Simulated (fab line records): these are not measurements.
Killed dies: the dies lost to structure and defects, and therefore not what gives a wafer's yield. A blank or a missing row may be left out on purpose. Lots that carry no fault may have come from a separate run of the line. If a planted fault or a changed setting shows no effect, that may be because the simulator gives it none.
Which tool is to blame? | flow n5-finfet | 24 lots, 72 wafers sampled, at 5 steps of a route of 1938

WHAT EACH GAUGE READ, for each wafer
N5_ZERO_LAYER_CD_MEAS_11 targets a cd of 2000 nm.
lot  | measured    | on        | cd-nm (nm)
L074 | day 1 12:46 | cd-sem-01 | 2001.7 2003.8 2001.3
L075 | day 1 18:38 | cd-sem-01 | 2003.3 2000.3 1999.6
L076 | day 2 00:39 | cd-sem-02 | 1999.6 2002.2 1997.8
L077 | day 2 06:47 | cd-sem-03 | 1999.0 2000.7 1999.7
L078 | day 2 12:46 | cd-sem-03 | 2000.8 1997.7 1995.7
L079 | day 2 18:46 | cd-sem-03 | 2002.8 2007.0 2002.3
L080 | day 3 00:47 | cd-sem-02 | 1997.4 2000.5 1999.4
L081 | day 3 06:46 | cd-sem-02 | 1998.8 2001.4 2000.3
L082 | day 3 12:38 | cd-sem-02 | 2002.5 2004.4 2001.6
L083 | day 3 18:47 | cd-sem-03 | 1999.2 2001.1 1999.5
L084 | day 4 00:47 | cd-sem-02 | 2000.3 2000.8 1997.9
L085 | day 4 06:46 | cd-sem-02 | 1999.7 2000.3 2003.5
L086 | day 4 12:38 | cd-sem-02 | 2002.7 2001.2 2001.0
L087 | day 4 18:46 | cd-sem-03 | 2002.1 2002.1 2005.8
L088 | day 5 00:46 | cd-sem-01 | 2002.3 2001.8 2001.4
L089 | day 5 06:46 | cd-sem-03 | 2000.4 2002.8 1998.9
L090 | day 5 12:57 | cd-sem-03 | 2003.6 2001.1 2001.8
L091 | day 5 18:40 | cd-sem-01 | 1998.7 1996.6 1999.9
L092 | day 6 00:46 | cd-sem-02 | 1999.0 2000.4 1999.5
L093 | day 6 06:40 | cd-sem-03 | 2000.5 1999.9 2000.6
L094 | day 6 12:38 | cd-sem-03 | 2000.6 2003.6 1999.6
L095 | day 6 18:39 | cd-sem-01 | 2003.5 2004.9 2001.9
L096 | day 7 00:38 | cd-sem-03 | 2003.4 2002.0 2000.3
L097 | day 7 06:41 | cd-sem-02 | 2002.8 2000.2 2001.6

N5_FIN_SAQP_CD_MEAS_31 targets a cd of 8 nm.
lot  | measured    | on        | cd-nm (nm)
L074 | day 2 02:44 | cd-sem-03 | 8.23 8.26 8.07
L075 | day 2 07:51 | cd-sem-01 | 8.29 8.32 8.44
L076 | day 2 14:43 | cd-sem-02 | 7.73 7.65 8.00
L077 | day 2 19:52 | cd-sem-03 | 7.92 8.22 8.27
L078 | day 3 01:32 | cd-sem-01 | 7.94 8.13 7.88
L079 | day 3 07:17 | cd-sem-01 | 8.15 7.95 8.34
L080 | day 3 14:43 | cd-sem-02 | 8.26 8.07 8.28
L081 | day 3 20:19 | cd-sem-02 | 7.85 7.76 8.32
L082 | day 4 02:23 | cd-sem-03 | 8.14 7.89 8.05
L083 | day 4 08:41 | cd-sem-01 | 8.27 7.76 8.03
L084 | day 4 15:41 | cd-sem-03 | 8.23 8.38 8.22
L085 | day 4 22:08 | cd-sem-01 | 8.25 8.18 8.05
L086 | day 5 03:02 | cd-sem-02 | 8.21 8.03 7.95
L087 | day 5 09:33 | cd-sem-01 | 8.05 8.08 8.23
L088 | day 5 17:56 | cd-sem-03 | 8.31 7.60 8.25
L089 | day 5 23:19 | cd-sem-02 | 7.87 8.16 7.97
L090 | day 6 04:59 | cd-sem-01 | 7.78 8.21 8.05
L091 | day 6 10:55 | cd-sem-03 | 7.99 8.18 8.04
L092 | day 6 17:51 | cd-sem-01 | 8.00 8.13 7.96
L093 | day 6 20:37 | cd-sem-02 | 8.12 8.14 8.21
L094 | day 7 04:02 | cd-sem-03 | 8.16 7.93 7.90
L095 | day 7 10:43 | cd-sem-01 | 8.27 8.36 8.51
L096 | day 7 15:17 | cd-sem-01 | 8.51 8.06 7.85
L097 | day 7 20:12 | cd-sem-03 | 8.31 7.89 8.05

N5_FIN_CUT_CD_MEAS_08 targets a cd of 29.1 nm.
lot  | measured    | on        | cd-nm (nm)
L074 | day 2 03:44 | cd-sem-01 | 28.92 28.92 28.21
L075 | day 2 08:44 | cd-sem-03 | 28.86 28.75 29.19
L076 | day 2 15:38 | cd-sem-02 | 29.07 28.83 29.30
L077 | day 2 20:52 | cd-sem-01 | 29.10 28.73 29.01
L078 | day 3 02:34 | cd-sem-02 | 29.37 29.20 29.29
L079 | day 3 08:27 | cd-sem-01 | 29.01 29.15 29.23
L080 | day 3 15:59 | cd-sem-01 | 28.67 29.14 28.81
L081 | day 3 21:19 | cd-sem-02 | 29.05 28.72 28.95
L082 | day 4 03:27 | cd-sem-02 | 29.02 28.77 28.90
L083 | day 4 09:35 | cd-sem-02 | 28.40 28.68 29.08
L084 | day 4 16:49 | cd-sem-01 | 29.38 29.64 28.95
L085 | day 4 23:01 | cd-sem-01 | 29.06 29.13 28.85
L086 | day 5 04:28 | cd-sem-02 | 29.21 29.23 29.02
L087 | day 5 14:10 | cd-sem-02 | 29.23 28.69 29.46
L088 | day 5 18:54 | cd-sem-03 | 29.00 29.23 29.35
L089 | day 6 00:15 | cd-sem-03 | 28.94 29.13 28.75
L090 | day 6 05:56 | cd-sem-01 | 28.70 29.16 29.33
L091 | day 6 11:57 | cd-sem-02 | 29.03 29.07 29.07
L092 | day 6 18:44 | cd-sem-01 | 29.26 29.09 29.18
L093 | day 6 21:44 | cd-sem-03 | 29.09 28.70 29.11
L094 | day 7 04:55 | cd-sem-01 | 28.99 29.21 29.35
L095 | day 7 11:40 | cd-sem-03 | 28.54 29.40 28.80
L096 | day 7 16:10 | cd-sem-02 | 29.12 29.12 29.05
L097 | day 7 21:07 | cd-sem-02 | 29.06 28.59 28.91

TOOL THAT RAN EACH LOT (tool first, then ch and the chambers of the sampled wafers, then the start)
lot  | N5_FIN_SAQP_ETCH_52               | N5_FIN_SAQP_MANDREL1_REMOVE_56
L074 | rie-diel-02 ch 0,2,3, day 1 22:16 | rie-si-03 ch 1,2,3, day 2 00:29
L075 | rie-diel-06 ch 1,2,3, day 2 04:13 | rie-si-02 ch 0,1, day 2 06:11
L076 | rie-diel-02 ch 0,1,3, day 2 10:20 | rie-si-03 ch 2,3, day 2 12:16
L077 | rie-diel-01 ch 2,3, day 2 16:12   | rie-si-03 ch 1,2,3, day 2 18:08
L078 | rie-diel-06 ch 0,1, day 2 21:43   | rie-si-02 ch 0,2,3, day 2 23:44
L079 | rie-diel-02 ch 0,1, day 3 03:38   | rie-si-06 ch 1,2,3, day 3 05:35
L080 | rie-diel-01 ch 1,2,3, day 3 10:29 | rie-si-03 ch 0,1,3, day 3 12:29
L081 | rie-diel-06 ch 0,2,3, day 3 16:29 | rie-si-02 ch 0,2,3, day 3 18:30
L082 | rie-diel-06 ch 0,1,2, day 3 22:38 | rie-si-06 ch 0,1,2, day 4 00:37
L083 | rie-diel-02 ch 0,1, day 4 04:31   | rie-si-02 ch 2,3, day 4 06:41
L084 | rie-diel-02 ch 2,3, day 4 10:29   | rie-si-02 ch 2,3, day 4 12:20
L085 | rie-diel-01 ch 1,2,3, day 4 17:46 | rie-si-02 ch 0,1, day 4 19:46
L086 | rie-diel-02 ch 0,3, day 4 23:11   | rie-si-06 ch 0,2,3, day 5 01:07
L087 | rie-diel-06 ch 0,2, day 5 04:32   | rie-si-03 ch 0,1,3, day 5 06:54
L088 | rie-diel-06 ch 0,3, day 5 13:22   | rie-si-03 ch 0,1, day 5 15:52
L089 | rie-diel-01 ch 1,2, day 5 19:26   | rie-si-06 ch 0,1,3, day 5 21:20
L090 | rie-diel-06 ch 0,1, day 5 23:19   | rie-si-06 ch 1,2,3, day 6 01:38
L091 | rie-diel-06 ch 0,1,2, day 6 06:43 | rie-si-02 ch 0,1, day 6 08:45
L092 | rie-diel-06 ch 0,1, day 6 13:11   | rie-si-02 ch 1,2,3, day 6 15:19
L093 | rie-diel-06 ch 1,3, day 6 16:37   | rie-si-03 ch 1,3, day 6 18:37
L094 | rie-diel-01 ch 0,2,3, day 6 23:46 | rie-si-02 ch 0,1,3, day 7 02:14
L095 | rie-diel-01 ch 0,2,3, day 7 05:16 | rie-si-02 ch 1,2,3, day 7 07:50
L096 | rie-diel-02 ch 0,1, day 7 11:34   | rie-si-02 ch 0,1,2, day 7 13:34
L097 | rie-diel-01 ch 0,2,3, day 7 16:13 | rie-si-03 ch 1,2, day 7 18:29
- N5_FIN_SAQP_ETCH_52: etches SOC in N2/H2, target depth 100 nm, overetch 20 nm, time 150 s.
- N5_FIN_SAQP_MANDREL1_REMOVE_56: chemistry HBr/Cl2/O2, target a-Si, stops on SiNx, bt time 10 s.

WHAT THE TOOLS THEMSELVES READ (means of the sampled wafers that have a number; where no wafer has one, the mark that the record gives instead)
N5_FIN_SAQP_ETCH_52.
lot  | tool        | drypump-motor-current-A (A) | h2-flow-sccm (sccm) | oes-product-au (a.u.) | rf-vpp-V (V) | showerhead-plenum-p-Torr (Torr) | throttle-valve-pct (%)
L074 | rie-diel-02 | 5.8                         | 199.9               | 0.65                  | 521.1        | 2.44                            | 17.93
L075 | rie-diel-06 | 5.2                         | 200.1               | 0.76                  | 524.7        | 2.57                            | 17.70
L076 | rie-diel-02 | 5.9                         | 200.0               | 0.65                  | 520.6        | 2.43                            | 17.83
L077 | rie-diel-01 | 5.4                         | 200.1               | 0.64                  | 522.1        | 2.52                            | 17.89
L078 | rie-diel-06 | 5.1                         | 201.2               | 0.73                  | 523.7        | 2.52                            | 17.70
L079 | rie-diel-02 | 5.4                         | 200.1               | 0.65                  | 521.4        | 2.41                            | 17.83
L080 | rie-diel-01 | 6.0                         | 200.3               | 0.64                  | 523.4        | 2.51                            | 18.03
L081 | rie-diel-06 | 5.4                         | 200.0               | 0.70                  | 522.9        | 2.51                            | 17.95
L082 | rie-diel-06 | 5.3                         | 200.1               | 0.74                  | 524.0        | 2.53                            | 17.87
L083 | rie-diel-02 | 5.5                         | 200.3               | 0.65                  | 520.7        | 2.42                            | 17.88
L084 | rie-diel-02 | 5.8                         | 199.2               | 0.62                  | 520.5        | 2.42                            | 18.01
L085 | rie-diel-01 | 6.0                         | 199.9               | 0.63                  | 523.2        | 2.51                            | 18.04
L086 | rie-diel-02 | 5.9                         | 199.9               | 0.65                  | 520.7        | 2.43                            | 17.91
L087 | rie-diel-06 | 5.5                         | 199.1               | 0.69                  | 521.4        | 2.47                            | 18.10
L088 | rie-diel-06 | 5.5                         | 199.9               | 0.62                  | 521.4        | 2.44                            | 18.05
L089 | rie-diel-01 | 6.2                         | 199.8               | 0.62                  | 522.8        | 2.50                            | 18.09
L090 | rie-diel-06 | 5.4                         | 200.4               | 0.66                  | 521.6        | 2.46                            | 17.98
L091 | rie-diel-06 | 5.3                         | 200.3               | 0.72                  | 522.6        | 2.52                            | 17.91
L092 | rie-diel-06 | 5.3                         | 200.6               | 0.66                  | 520.9        | 2.45                            | 17.99
L093 | rie-diel-06 | 5.2                         | 199.4               | 0.83                  | 523.1        | 2.52                            | 17.45
L094 | rie-diel-01 | 5.7                         | 199.4               | 0.73                  | 524.0        | 2.52                            | 17.76
L095 | rie-diel-01 | 5.7                         | 200.0               | 0.73                  | 523.8        | 2.52                            | 17.77
L096 | rie-diel-02 | 5.5                         | 200.1               | 0.64                  | 520.6        | 2.42                            | 17.93
L097 | rie-diel-01 | 5.8                         | 199.6               | 0.71                  | 523.0        | 2.52                            | 17.78

N5_FIN_SAQP_MANDREL1_REMOVE_56.
lot  | tool      | drypump-motor-current-A (A) | oes-product-au (a.u.) | throttle-valve-pct (%)
L074 | rie-si-03 | 5.8                         | 0.981                 | 36.8
L075 | rie-si-02 | 5.7                         | 0.975                 | 36.4
L076 | rie-si-03 | 5.7                         | 1.003                 | 37.1
L077 | rie-si-03 | 5.8                         | 0.982                 | 36.8
L078 | rie-si-02 | 5.6                         | 1.010                 | 36.5
L079 | rie-si-06 | 5.6                         | 0.991                 | 36.6
L080 | rie-si-03 | 5.7                         | 0.982                 | 36.9
L081 | rie-si-02 | 5.6                         | 1.015                 | 36.5
L082 | rie-si-06 | 5.3                         | 0.989                 | 36.7
L083 | rie-si-02 | 5.8                         | 1.033                 | 36.5
L084 | rie-si-02 | 5.7                         | 1.035                 | 36.5
L085 | rie-si-02 | 5.7                         | 0.991                 | 36.4
L086 | rie-si-06 | 5.7                         | 0.993                 | 36.6
L087 | rie-si-03 | 5.7                         | 0.981                 | 36.9
L088 | rie-si-03 | 5.8                         | 0.984                 | 37.2
L089 | rie-si-06 | 5.6                         | 0.983                 | 36.7
L090 | rie-si-06 | 5.6                         | 0.994                 | 36.6
L091 | rie-si-02 | 5.7                         | 0.988                 | 36.4
L092 | rie-si-02 | 5.7                         | 1.002                 | 36.5
L093 | rie-si-03 | 5.9                         | 0.968                 | 36.6
L094 | rie-si-02 | 5.8                         | 1.001                 | 36.4
L095 | rie-si-02 | 5.6                         | 1.005                 | 36.5
L096 | rie-si-02 | 5.5                         | 0.994                 | 36.5
L097 | rie-si-03 | 6.2                         | 0.982                 | 36.8

THE ANSWER, worked out from the rows above alone
Rule: the usual values come from the lots themselves. The widest of any qualifying gaps counts: lots, ordered by their means at a reading, are off when they make up no more than a third of the lots, leave a main group of 4 or more, and stand apart from it by 3 or more times the standard deviation of that group's means. If all means in a main group match to the digits the tables above print for the reading, that group is not used. A lot without any number at a reading at which 4 lots or more have one is off too. Any other lot the step has rows for is counted as sound. After the gauges, taken in route order, come the tools' own readings; for these a lot's mean is taken, as printed above. The first step at which some lot is off is used, and at that step the reading that is off furthest; a lot without a number counts as furthest.
No lot is off at any reading shown: from this, nothing can be told.

WHAT WAS PUT IN BY THE SIMULATOR
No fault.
